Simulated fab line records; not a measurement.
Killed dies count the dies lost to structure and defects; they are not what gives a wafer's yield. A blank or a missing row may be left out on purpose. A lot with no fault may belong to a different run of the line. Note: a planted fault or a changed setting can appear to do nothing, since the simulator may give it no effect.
What tool caused it?	flow nand-harc	route of 1159 steps, sampled at 1 step: 12 lots, 36 wafers

WHAT THE GAUGES READ, wafer by wafer
NHARC_A_CONTACT_CD_MEAS_53.
lot	measured	on	cd-nm (nm)
L076	day 17 07:12	cd-sem-02	189.5 189.2 190.4
L075	day 17 12:07	cd-sem-03	190.2 189.9 190.1
L078	day 18 07:37	cd-sem-03	189.6 189.5 190.2
L080	day 19 00:28	cd-sem-03	189.5 189.1 189.4
L084	day 19 09:23	cd-sem-03	190.4 189.6 190.4
L085	day 19 13:29	cd-sem-01	189.3 190.0 189.4
L089	day 19 20:40	cd-sem-03	190.3 189.4 189.1
L086	day 20 02:40	cd-sem-02	191.1 190.3 191.4
L088	day 20 07:46	cd-sem-03	190.4 189.6 189.5
L093	day 21 07:18	cd-sem-03	188.7 189.3 189.4
L094	day 21 22:52	cd-sem-03	189.9 189.5 189.2
L097	day 22 08:59	cd-sem-01	190.3 189.1 189.9

WHAT TOOL EACH LOT RAN ON (gives the tool, then ch and the chambers of the sampled wafers, and finally the start)
There is no process step in the record ahead of these readings.

THE ANSWER, worked out from the rows above alone
Rule: the lots themselves supply what counts as usual. The widest of any qualifying gaps counts: lots, ordered by their means at a reading, are off when they make up no more than a third of the lots, leave a main group of 4 or more, and stand apart from it by 3 or more times the standard deviation of that group's means. A main group whose means are all the same, to the digits that the tables above print for the reading, isn't used. Also off: a lot with no number at a reading for which 4 or more lots have one. Any other lot the step has rows for is counted as sound.
No lot is off on any of the readings shown, so nothing can be concluded from this.

WHAT THE SIMULATOR PUT IN
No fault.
